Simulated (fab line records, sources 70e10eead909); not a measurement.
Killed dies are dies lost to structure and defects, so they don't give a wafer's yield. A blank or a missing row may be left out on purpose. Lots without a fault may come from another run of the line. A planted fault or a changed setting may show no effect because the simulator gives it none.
Chamber matching | flow nand_harc | NHARC_A_STAIRCASE_DESCUM_291 on rie_diel-03: 4 sister chambers
The step chemistry O2, time 3 s. 14 wafers are shown with their chamber, then 7 later ones without.

WAFERS WITH THEIR CHAMBER
wafer  | chamber | showerhead_plenum_p_Torr (Torr) | drypump_motor_current_A (A) | rf_vpp_V (V)
L078.2 | 0       | 1.83                            | 5.4                         | 57.9
L078.3 | 1       | 1.77                            | 4.7                         | 57.2
L078.6 | 1       | 1.78                            | 4.7                         | 56.9
L080.3 | 3       | 1.95                            | 5.9                         | 56.9
L080.5 | 1       | 1.77                            | 4.7                         | 57.1
L080.6 | 3       | 1.95                            | 5.9                         | 57.1
L081.1 | 3       | 1.95                            | 5.9                         | 58.4
L081.3 | 1       | 1.77                            | 4.7                         | 56.7
L081.6 | 1       | 1.77                            | 4.7                         | 55.6
L085.3 | 0       | 1.83                            | 5.4                         | 56.6
L085.5 | 0       | 1.83                            | 5.4                         | 58.3
L085.6 | 3       | 1.95                            | 5.8                         | 58.4
L089.1 | 1       | 1.77                            | 4.7                         | 56.4
L089.3 | 2       | 1.93                            | 5.8                         | 59.5

SIGNATURES (means of the wafers above)
reading                  | chamber 0 | chamber 1 | chamber 2 | chamber 3 | scatter within a chamber
showerhead_plenum_p_Torr | 1.8300    | 1.7717    | 1.9300    | 1.9500    | 0.00289
drypump_motor_current_A  | 5.400     | 4.700     | 5.800     | 5.875     | 0.0274
rf_vpp_V                 | 57.600    | 56.650    | 59.500    | 57.700    | 0.728
Rule: a wafer's distance from a chamber is the root of the sum, over the readings, of the square of ((its reading less the chamber's mean) divided by the reading's scatter). The wafer belongs to the nearest chamber; if the next one is less than 2 further off, it can't be placed. The scatter: the root of (the sum of the squares of (reading less its chamber's mean) over the shown wafers, divided by (wafers less chambers)).

WAFERS WITHOUT THEIR CHAMBER
wafer  | showerhead_plenum_p_Torr (Torr) | drypump_motor_current_A (A) | rf_vpp_V (V)
L089.4 | 1.82                            | 5.4                         | 56.7
L088.4 | 1.95                            | 5.9                         | 57.5
L088.5 | 1.82                            | 5.4                         | 57.4
L088.6 | 1.95                            | 5.9                         | 57.6
L097.2 | 1.82                            | 5.4                         | 57.8
L097.4 | 1.92                            | 5.8                         | 56.6
L097.5 | 1.92                            | 5.8                         | 57.6

WHICH CHAMBER EACH WENT THROUGH
wafer  | from the rows above | in truth
L089.4 | 0                   | 0
L088.4 | 3                   | 3
L088.5 | 0                   | 0
L088.6 | 3                   | 3
L097.2 | 0                   | 0
L097.4 | 2                   | 2
L097.5 | 2                   | 2
Placed correctly: 7 of 7. Can't be placed from these rows: 0. Placed wrongly: 0.
